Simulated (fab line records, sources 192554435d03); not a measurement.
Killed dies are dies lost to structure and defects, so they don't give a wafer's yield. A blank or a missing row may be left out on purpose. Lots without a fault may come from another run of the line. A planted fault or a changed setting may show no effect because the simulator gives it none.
fab line records | flow n5_finfet | part 2 of 2: steps 23 to 34 of 34
record lots=5 wafers=15 last_day=18
route steps=1938 shown PMOS_HMC_CHANNEL_EPI@73 FIN_SAQP@90
lots that met no fault: from a run of the same line without faults
start_h: hours from the record's first day to the start of the lot's first wafer shown | wait_h: hours since the lot's step before | " the same as in the row above | L1.1+2: a row that stands for several wafers | - no value, or no start given | * or withheld: withheld | < > ~ a bound
route shown NAME@n: a module of which the file shows steps, and the number in the route of the first | usual: mean/standard deviation of fault-free wafers | same: alike in all rows | chamber/n: place in a boat | sites: the reading at each site | _std_site: their standard deviation | _edge_site: outer sites' mean less inner sites' | radius_mm: how far each site lies from the wafer's centre | mask NAME#n: copy n | behind: the tool/chamber that last shaped the wafer | hold: why the lot was held/for how many hours/how that ended | device: the transistor (n, p or np) that didn't switch | end of line: the same wafers' tests at the end of the route | a step without rows: its recipe alone | killed: dies lost to structure and defects at the first sort, not the wafer's yield | map: a wafer's dies, x killed, . not, _ none there
set.NAME: the setting as run; set.NAME@STEP: as run at that earlier step | model.NAME: the simulator's own value behind a step, which no gauge read
lots at some steps of the route; a table a step, a row a wafer
services: from which hour (start_h, from the record's first day; less than 0 if before it) a tool's chamber was out of use, for how many hours, and why
## steps
# step N5_FIN_SAQP_HM_DEP_03
# recipe material=SiNx target_thk_a=380 temp_c=400 precursor=SiH4/NH3/N2 pressure_torr=1.5 rf_w=300 time_s=33.6
# usual heater_power_w=788/99 showerhead_plenum_p_Torr=5.09/0.068 throttle_valve_pct=39.6/1.3
# columns lot.wafer tool chamber start_h wait_h heater_power_w showerhead_plenum_p_Torr throttle_valve_pct
L077.2 pecvd-01 1 38.89 0.2 688 5.03 39.3
L077.5 " 0 " " 752 4.94 40.5
L077.6 " 2 " " 656 5.08 39.4
L082.1 pecvd-03 1 70.47 0.2 832 5.10 38.8
L082.2 " 2 " " 713 5.13 38.9
L082.3 " 0 " " 607 5.18 40.8
L087.1 pecvd-03 0 100.58 0.2 642 5.16 40.9
L087.2 " 2 " " 764 5.14 38.9
L087.5 " 0 " " 661 5.17 41.0
L090.2 pecvd-01 0 117.65 0.2 806 4.96 40.2
L090.4 " 1 " " 702 5.03 38.9
L090.5 " 0 " " 761 4.93 40.3
L097.3 pecvd-01 0 158.94 0.1 724 4.95 40.4
L097.4 " 0 " " 717 4.95 40.4
L097.6 " 1 " " 768 5.05 38.9
# step N5_FIN_SAQP_THK_MEAS_05
# usual thk_nm=37.9/0.48
# columns lot.wafer tool chamber start_h wait_h thk_nm
L077.2 film_metro-01 - 38.97 0.1 37.9
L077.5 " - " " 38.0
L077.6 " - " " 38.3
L082.1 film_metro-02 - 70.56 0.1 37.3
L082.2 " - " " 37.4
L082.3 " - " " 37.3
L087.1 film_metro-02 - 100.67 0.1 37.2
L087.2 " - " " 37.2
L087.5 " - " " 37.6
L090.2 film_metro-02 - 117.74 0.1 37.4
L090.4 " - " " 38.2
L090.5 " - " " 38.3
L097.3 film_metro-01 - 159.03 0.1 37.6
L097.4 " - " " 38.4
L097.6 " - " " 38.8
# step N5_FIN_SAQP_PECVD_47
# recipe material=a-Si target_thk_a=450 temp_c=400 precursor=SiH4/He pressure_torr=3 rf_w=100 time_s=36.3
# usual heater_power_w=857/84 showerhead_plenum_p_Torr=5.63/0.054 throttle_valve_pct=18.1/0.58
# columns lot.wafer tool chamber start_h wait_h heater_power_w showerhead_plenum_p_Torr throttle_valve_pct
L077.2 pecvd-01 2 39.01 0.0 853 5.62 17.7
L077.5 " 2 " " 866 5.61 18.1
L077.6 " 0 " " 748 5.51 18.5
L082.1 pecvd-01 0 70.60 0.0 721 5.54 18.5
L082.2 " 2 " " 805 5.63 18.0
L082.3 " 2 " " 796 5.62 18.1
L087.1 pecvd-01 2 100.70 0.0 868 5.62 18.3
L087.2 " 0 " " 843 5.52 18.2
L087.5 " 0 " " 718 5.51 18.4
L090.2 pecvd-02 0 117.78 0.0 912 5.61 19.0
L090.4 " 2 " " 868 5.67 17.0
L090.5 " 0 " " 905 5.62 18.9
L097.3 pecvd-02 2 159.06 0.0 844 5.67 16.6
L097.4 " 0 " " 817 5.62 18.7
L097.6 " 2 " " 853 5.68 16.6
# step N5_FIN_SAQP_PECVD_48
# recipe material=SiNx target_thk_a=250 temp_c=400 precursor=SiH4/NH3/N2 pressure_torr=1.5 rf_w=300 time_s=22.1
# usual heater_power_w=797/86 showerhead_plenum_p_Torr=5.09/0.073 throttle_valve_pct=39.7/1.3
# columns lot.wafer tool chamber start_h wait_h heater_power_w showerhead_plenum_p_Torr throttle_valve_pct
L077.2 pecvd-01 2 39.05 0.0 786 5.08 39.7
L077.5 " 2 " " 779 5.07 39.5
L077.6 " 0 " " 637 4.95 40.3
L082.1 pecvd-01 0 70.66 0.0 774 4.95 40.5
L082.2 " 2 " " 757 5.09 39.9
L082.3 " 2 " " 725 5.08 39.9
L087.1 pecvd-01 2 100.77 0.0 809 5.07 39.8
L087.2 " 0 " " 732 4.93 40.2
L087.5 " 0 " " 740 4.95 40.3
L090.2 pecvd-02 0 117.82 0.0 852 5.10 41.3
L090.4 " 2 " " 829 5.13 37.0
L090.5 " 0 " " 856 5.09 41.2
L097.3 pecvd-02 2 159.11 0.0 857 5.13 37.1
L097.4 " 0 " " 897 5.09 41.2
L097.6 " 2 " " 864 5.14 36.8
# step N5_FIN_SAQP_PECVD_06
# recipe material=a-Si target_thk_a=600 temp_c=400 precursor=SiH4/He pressure_torr=3 rf_w=100 time_s=48.1
# usual heater_power_w=859/91 showerhead_plenum_p_Torr=5.63/0.052 throttle_valve_pct=18.1/0.58
# columns lot.wafer tool chamber start_h wait_h heater_power_w showerhead_plenum_p_Torr throttle_valve_pct
L077.2 pecvd-01 2 39.09 0.0 769 5.62 18.2
L077.5 " 2 " " 749 5.62 17.9
L077.6 " 0 " " 729 5.53 18.5
L082.1 pecvd-01 0 70.72 0.0 816 5.53 18.3
L082.2 " 2 " " 771 5.62 18.2
L082.3 " 2 " " 770 5.61 18.3
L087.1 pecvd-01 2 100.83 0.0 754 5.62 18.4
L087.2 " 0 " " 738 5.53 18.4
L087.5 " 0 " " 768 5.52 18.5
L090.2 pecvd-02 0 117.86 0.0 958 5.62 18.7
L090.4 " 2 " " 945 5.67 16.9
L090.5 " 0 " " 966 5.63 18.6
L097.3 pecvd-02 2 159.15 0.0 837 5.66 16.9
L097.4 " 0 " " 792 5.64 18.7
L097.6 " 2 " " 826 5.66 16.9
# step N5_FIN_SAQP_THK_MEAS_07
# usual thk_nm=59.8/0.68
# columns lot.wafer tool chamber start_h wait_h thk_nm
L077.2 film_metro-01 - 39.18 0.1 60.2
L077.5 " - " " 60.6
L077.6 " - " " 60.2
L082.1 film_metro-02 - 70.84 0.1 60.5
L082.2 " - " " 59.8
L082.3 " - " " 60.6
L087.1 film_metro-01 - 100.94 0.1 60.1
L087.2 " - " " 59.6
L087.5 " - " " 60.1
L090.2 film_metro-02 - 117.95 0.1 59.2
L090.4 " - " " 59.6
L090.5 " - " " 60.2
L097.3 film_metro-02 - 159.24 0.1 59.2
L097.4 " - " " 60.1
L097.6 " - " " 59.4
# step N5_FIN_SAQP_HM_DEP_72
# recipe material=SiO2 target_thk_a=120 temp_c=400 precursor=SiH4/N2O pressure_torr=0.75 rf_w=275 time_s=7.2
# usual heater_power_w=799/90 showerhead_plenum_p_Torr=8.06/0.13
# columns lot.wafer tool chamber start_h wait_h heater_power_w showerhead_plenum_p_Torr
L077.2 pecvd-03 2 39.22 0.0 796 8.14
L077.5 " 2 " " 808 8.16
L077.6 " 0 " " 623 8.17
L082.1 pecvd-03 2 70.87 0.0 792 8.17
L082.2 " 1 " " 969 8.06
L082.3 " 0 " " 718 8.20
L087.1 pecvd-03 0 100.98 0.0 632 8.19
L087.2 " 1 " " 953 8.02
L087.5 " 1 " " 994 8.05
L090.2 pecvd-01 1 117.99 0.0 746 7.95
L090.4 " 1 " " 765 7.91
L090.5 " 0 " " 631 7.76
L097.3 pecvd-02 1 159.27 0.0 798 8.21
L097.4 " 2 " " 742 8.13
L097.6 " 1 " " 840 8.21
# step N5_FIN_SAQP_COAT_49
# recipe resist=SOC temp_c=250 time_s=60 spin_rpm=1500 resist_thk_nm=100
# columns lot.wafer tool chamber start_h wait_h
L077.2+5+6 litho_track-03 0 39.29 0.1
L082.1+2+3 litho_track-02 0 70.95 0.1
L087.1+2+5 litho_track-03 0 101.06 0.1
L090.2+4+5 litho_track-03 0 118.06 0.1
L097.3+4+6 litho_track-02 0 159.35 0.1
# step N5_FIN_SAQP_COAT_50
# recipe resist=SiARC temp_c=220 time_s=60 spin_rpm=1500 resist_thk_nm=35
# columns lot.wafer tool chamber start_h wait_h
L077.2+5+6 litho_track-03 0 - -
L082.1+2+3 litho_track-02 0 - -
L087.1+2+5 litho_track-03 0 - -
L090.2+4+5 litho_track-03 0 - -
L097.3+4+6 litho_track-02 0 - -
# step N5_FIN_SAQP_COAT_10
# recipe resist=CAR-ArF spin_rpm=1500 resist_thk_nm=90
# columns lot.wafer tool chamber start_h wait_h
L077.2+5+6 litho_track-03 0 - -
L082.1+2+3 litho_track-02 0 - -
L087.1+2+5 litho_track-03 0 - -
L090.2+4+5 litho_track-03 0 - -
L097.3+4+6 litho_track-02 0 - -
# step N5_FIN_SAQP_EBR_12
# recipe solvent=PGMEA ebr_width_mm=1.5
# columns lot.wafer tool chamber start_h wait_h
L077.2+5+6 litho_track-03 0 - -
L082.1+2+3 litho_track-02 0 - -
L087.1+2+5 litho_track-03 0 - -
L090.2+4+5 litho_track-03 0 - -
L097.3+4+6 litho_track-02 0 - -
# step N5_FIN_SAQP_SOFTBAKE_11
# recipe temp_c=110 time_s=60 resist=CAR-ArF
# columns lot.wafer tool chamber start_h wait_h
L077.2+5+6 litho_track-03 0 - -
L082.1+2+3 litho_track-02 0 - -
L087.1+2+5 litho_track-03 0 - -
L090.2+4+5 litho_track-03 0 - -
L097.3+4+6 litho_track-02 0 - -
## services
# columns tool chamber start_h hours kind
wet_bench-04 - 18.08 1.8 repair
rie_si-03 - 31.55 0.3 repair
rie_si-02 1 34.34 6.2 repair
pecvd-01 0 39.68 5.3 repair
cmp-04 - 45.56 1.0 repair
pecvd-01 1 51.17 49.5 repair
rie_si-02 - 65.90 2.8 pm
pecvd-02 - 66.69 2.2 repair
pecvd-03 - 66.72 0.7 repair
wet_bench-04 - 74.26 1.9 pm
cmp-04 - 78.69 1.4 repair
wet_bench-03 - 79.08 9.8 repair
epi_rpcvd-02 - 80.53 0.5 repair
wet_bench-06 - 82.17 5.4 repair
cmp-02 - 83.97 4.0 pm
pecvd-01 0 107.46 2.9 repair
pecvd-01 - 110.41 1.3 repair
pecvd-03 1 110.79 12.3 repair
cmp-04 - 117.21 4.0 pm
rie_si-03 - 122.54 2.1 repair
rie_si-01 3 136.63 5.2 repair
rie_si-03 2 138.79 3.0 repair
wet_bench-05 - 146.02 3.3 repair
cmp-04 - 146.67 3.2 repair
